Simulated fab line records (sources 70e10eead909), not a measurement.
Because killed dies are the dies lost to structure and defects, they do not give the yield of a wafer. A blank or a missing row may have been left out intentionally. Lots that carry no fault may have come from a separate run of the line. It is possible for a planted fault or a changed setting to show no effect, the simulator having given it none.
Chamber matching ; flow nandHarc ; NHARC_A_M1_ETCH_35 on rieDiel-02 has 4 sister chambers
The step etches the open film in N2/H2, target depth 40 nm, overetch 12 nm, time 43.94 s. 14 wafers are shown with their chamber, then 6 later ones without.

== EACH WAFER AND ITS CHAMBER ==
wafer;chamber;drypumpMotorCurrentA (A);runLengthS (s);rfVppV (V)
L662.1;1;6.08;65.6;431.0
L662.4;0;5.73;66.0;429.7
L662.5;1;6.12;65.6;432.3
L669.1;1;6.11;66.1;431.3
L669.4;3;6.63;65.1;429.7
L669.6;1;6.17;65.7;433.0
L671.2;2;5.52;65.5;433.4
L671.4;3;6.65;64.8;427.2
L671.5;2;5.51;65.5;432.6
L673.1;3;6.61;64.5;429.3
L673.3;2;5.52;65.4;432.8
L673.6;1;6.16;65.8;433.0
L677.1;2;5.52;65.5;431.7
L677.4;1;6.13;66.3;432.2

SIGNATURES (means of the wafers above)
reading;chamber 0;chamber 1;chamber 2;chamber 3;scatter within a chamber
drypumpMotorCurrentA;5.7300;6.1283;5.5175;6.6300;0.0252
runLengthS;66.000;65.850;65.475;64.800;0.245
rfVppV;429.700;432.133;432.625;428.733;0.928
Rule: for each reading, subtract the chamber's mean from the wafer's reading, divide by that reading's scatter and square the result; add these up over the readings and take the root, which gives the wafer's distance from the chamber. If the next closest chamber is less than 2 further off than the closest, the wafer can't be placed; otherwise it belongs to the closest. The scatter: the root of (the sum of the squares of (reading less its chamber's mean) over the shown wafers, divided by (wafers less chambers)).

== WAFERS WITHOUT THEIR CHAMBER ==
wafer;drypumpMotorCurrentA (A);runLengthS (s);rfVppV (V)
L677.5;5.51;65.6;431.5
L676.3;5.73;65.4;430.7
L676.4;6.11;66.2;431.9
L676.5;5.74;65.2;429.6
L678.3;6.63;64.9;427.2
L678.6;5.51;65.0;432.9

== THE CHAMBER EACH PASSED THROUGH ==
wafer;from the rows above;in truth
L677.5;2;2
L676.3;0;0
L676.4;1;1
L676.5;0;0
L678.3;3;3
L678.6;2;2
6 of 6 placed correctly. Number that these rows cannot place: 0. Number placed wrongly: 0.
